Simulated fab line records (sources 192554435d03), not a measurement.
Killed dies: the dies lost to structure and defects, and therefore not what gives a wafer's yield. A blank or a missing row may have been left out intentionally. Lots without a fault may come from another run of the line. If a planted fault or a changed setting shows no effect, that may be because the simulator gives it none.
Which of the tools did it? | flow n5 finfet | route of 1938 steps, sampled at 1 step: 13 lots, 31 wafers

== WHAT THE GAUGES READ, wafer by wafer ==
N5_MOL_CONTACT_COAG_INSPECT_10: inspects for defects (brightfield).
lot  | measured     | on                | raw defect count
L529 | day 4 19:07  | defect inspect-01 | 53 60 57
L533 | day 5 15:14  | defect inspect-01 | 60 46
L534 | day 5 21:38  | defect inspect-02 | 50 50
L535 | day 6 02:56  | defect inspect-02 | 33 43
L536 | day 6 12:57  | defect inspect-02 | 83 84
L538 | day 6 22:32  | defect inspect-01 | 82 43 68
L539 | day 7 08:07  | defect inspect-01 | 51 56 49
L541 | day 7 14:31  | defect inspect-02 | 91 54
L542 | day 7 22:10  | defect inspect-01 | 45 96
L545 | day 8 16:11  | defect inspect-01 | 42 31 33
L546 | day 8 21:29  | defect inspect-01 | 43 69
L548 | day 9 08:19  | defect inspect-02 | 91 82
L552 | day 10 16:54 | defect inspect-02 | 80 48 58

== WHICH TOOL RAN EACH LOT (tool, then ch and the chambers of the sampled wafers, then the start) ==
No process step before these readings appears in the record.

== WHAT THE TOOLS THEMSELVES READ (means of the sampled wafers that have a number; where no wafer has one, the mark that the record gives instead) ==
The record holds no such reading with a usual standard deviation.

== THE ANSWER, worked out from the rows above alone ==
Rule: the lots themselves supply what counts as usual. Put in order of their means at a reading, lots are off if they are a third of the lots or fewer, leave a main group of 4 or more, and stand apart from it by a gap of 3 or more times the standard deviation of the main group's means; of several such gaps the widest counts. The tables above print the reading to a certain number of digits; a main group whose means all agree to those digits is not used. A lot without any number at a reading at which 4 lots or more have one is off too. The other lots that the step has rows for count as sound. First the gauges in route order, then the tools' own readings, where a lot's mean is used as printed above. At the first step where some lot is off, the reading lying furthest off is the one used; lots without a number count as furthest.
None of the lots is off at any reading shown; this tells nothing.

== WHAT THE SIMULATOR PUT IN ==
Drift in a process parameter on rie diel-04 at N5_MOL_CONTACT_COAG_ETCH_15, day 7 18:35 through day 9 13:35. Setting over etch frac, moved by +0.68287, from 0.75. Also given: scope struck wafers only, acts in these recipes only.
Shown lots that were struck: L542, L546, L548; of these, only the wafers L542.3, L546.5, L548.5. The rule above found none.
